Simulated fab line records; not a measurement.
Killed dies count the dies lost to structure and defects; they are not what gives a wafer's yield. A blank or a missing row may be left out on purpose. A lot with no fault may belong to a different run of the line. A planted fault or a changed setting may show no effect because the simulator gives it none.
What tool caused it? ; flow nand_harc ; 45 wafers from 15 lots sampled at 2 of the route's 1302 steps

## WHAT EACH GAUGE READ, for each wafer
NHARC_A_M0_INSPECT_27. Usual: 522 for raw_defect_count, sd 100.
lot;measured;on;raw_defect_count;flag
L461;day 22 17:40;defect_inspect-02;471 586 478;
L462;day 23 07:08;defect_inspect-01;623 637 575;
L463;day 23 07:26;defect_inspect-02;524 403 375;
L465;day 24 01:38;defect_inspect-01;532 512 543;
L466;day 24 09:04;defect_inspect-02;455 361 409;
L467;day 25 09:16;defect_inspect-02;460 482 483;
L470;day 26 15:14;defect_inspect-02;452 544 434;
L469;day 27 02:24;defect_inspect-02;398 514 311;
L472;day 27 12:34;defect_inspect-02;494 558 474;
L473;day 28 11:35;defect_inspect-01;474 472 460;
L474;day 28 15:40;defect_inspect-01;494 644 551;
L475;day 28 17:38;defect_inspect-01;643 430 535;
L476;day 29 07:56;defect_inspect-02;420 584 382;
L479;day 30 08:53;defect_inspect-02;603 388 445;
L481;day 30 19:05;defect_inspect-01;430 601 533;

NHARC_A_M1_CD_MEAS_09: target cd 120 nm. Usual: 119.9 nm for cd_nm, sd 0.53.
lot;measured;on;cd_nm (nm);flag
L461;day 22 18:56;cd_sem-02;120.2 120.2 120.2;
L462;day 23 08:24;cd_sem-02;119.9 119.8 119.8;
L463;day 23 08:50;cd_sem-02;120.0 119.7 120.6;
L465;day 24 03:05;cd_sem-03;119.7 119.9 121.1;
L466;day 24 10:26;cd_sem-03;120.7 120.4 120.3;
L467;day 25 10:33;cd_sem-01;119.7 120.1 120.0;
L470;day 26 16:37;cd_sem-02;119.4 120.0 118.7;
L469;day 27 03:40;cd_sem-03;120.5 119.7 119.6;
L472;day 27 13:56;cd_sem-02;119.4 120.5 119.6;
L473;day 28 12:58;cd_sem-01;120.4 119.9 119.8;
L474;day 28 17:03;cd_sem-02;120.0 121.0 119.7;
L475;day 28 19:04;cd_sem-02;119.6 119.8 120.0;
L476;day 29 09:41;cd_sem-02;119.7 119.6 119.6;
L479;day 30 10:17;cd_sem-02;119.8 119.6 119.4;
L481;day 30 20:22;cd_sem-03;119.8 120.1 120.0;

## WHAT TOOL EACH LOT RAN ON (gives the tool, then ch and the chambers of the sampled wafers, and finally the start)
Before these readings, the record contains no process step.

## WHAT THE TOOLS THEMSELVES READ (means of the sampled wafers that have a number; where no wafer has one, the mark that the record gives instead)
The record holds no such reading with a usual standard deviation.

## THE ANSWER, worked out from the rows above alone
Rule: lot off if the mean of its wafers having a number is beyond 3 standard deviations from the usual mean. Also off: a lot with no number at a reading for which 4 or more lots have one. Any other lot the step has rows for is counted as sound. First the gauges in route order, then the tools' own readings, where a lot's mean is used as printed above. At the first step where some lot is off, the reading lying furthest off is the one used; lots without a number count as furthest.
No lot is off on any of the readings shown, so nothing can be concluded from this.

## WHAT THE SIMULATOR HAD PUT IN
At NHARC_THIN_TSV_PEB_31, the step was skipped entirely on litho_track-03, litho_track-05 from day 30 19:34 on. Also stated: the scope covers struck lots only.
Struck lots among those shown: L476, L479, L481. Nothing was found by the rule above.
